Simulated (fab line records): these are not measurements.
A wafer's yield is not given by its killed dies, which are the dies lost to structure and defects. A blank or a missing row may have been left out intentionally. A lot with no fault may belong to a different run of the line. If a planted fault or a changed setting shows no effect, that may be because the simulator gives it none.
Chamber matching :: flow nand harc :: NHARC_P_M0_PRE_CLEAN_31 on pecvd-01 has 3 sister chambers
The step time 12 s. 6 wafers are shown with their chamber, then 11 later ones without.

== WAFERS, EACH WITH ITS CHAMBER ==
wafer: L087.2
chamber: 2
heater power w (W): 724

wafer: L087.6
chamber: 0
heater power w (W): 603

wafer: L088.1
chamber: 2
heater power w (W): 733

wafer: L088.2
chamber: 1
heater power w (W): 622

wafer: L088.4
chamber: 1
heater power w (W): 640

wafer: L089.2
chamber: 0
heater power w (W): 571

== WAFERS WITH NO CHAMBER GIVEN ==
wafer: L089.4
heater power w (W): 587

wafer: L089.5
heater power w (W): 601

wafer: L094.1
heater power w (W): 722

wafer: L094.3
heater power w (W): 637

wafer: L094.6
heater power w (W): 645

wafer: L095.2
heater power w (W): 569

wafer: L095.4
heater power w (W): 749

wafer: L095.5
heater power w (W): 661

wafer: L096.1
heater power w (W): 624

wafer: L096.4
heater power w (W): 690

wafer: L096.5
heater power w (W): 598

== WHICH CHAMBER EACH WENT THROUGH ==
wafer: L089.4
from the rows above: 0
in truth: 0

wafer: L089.5
from the rows above: can't be placed: 0 or 1
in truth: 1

wafer: L094.1
from the rows above: 2
in truth: 2

wafer: L094.3
from the rows above: 1
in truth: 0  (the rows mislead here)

wafer: L094.6
from the rows above: 1
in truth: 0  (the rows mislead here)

wafer: L095.2
from the rows above: 0
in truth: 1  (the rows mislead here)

wafer: L095.4
from the rows above: 2
in truth: 2

wafer: L095.5
from the rows above: 1
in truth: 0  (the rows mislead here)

wafer: L096.1
from the rows above: can't be placed: 1 or 0
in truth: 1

wafer: L096.4
from the rows above: can't be placed: 2 or 1
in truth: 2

wafer: L096.5
from the rows above: can't be placed: 0 or 1
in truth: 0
Correctly placed: 3 of 11. Can't be placed from these rows: 4 (the true chamber is among the candidates in 4). Number placed wrongly: 4.
How it was worked out, from the rows above alone: a wafer's distance from a chamber is the root of the sum, over the readings, of the square of ((its reading less the chamber's mean) divided by the reading's scatter). The wafer belongs to the nearest chamber; if the next one is less than 2 further off, it can't be placed. A chamber's mean is the mean of its shown wafers. How the scatter is found: for the shown wafers, subtract from each reading the mean of its chamber, square and add these, divide the total by (wafers less chambers), then take the root.
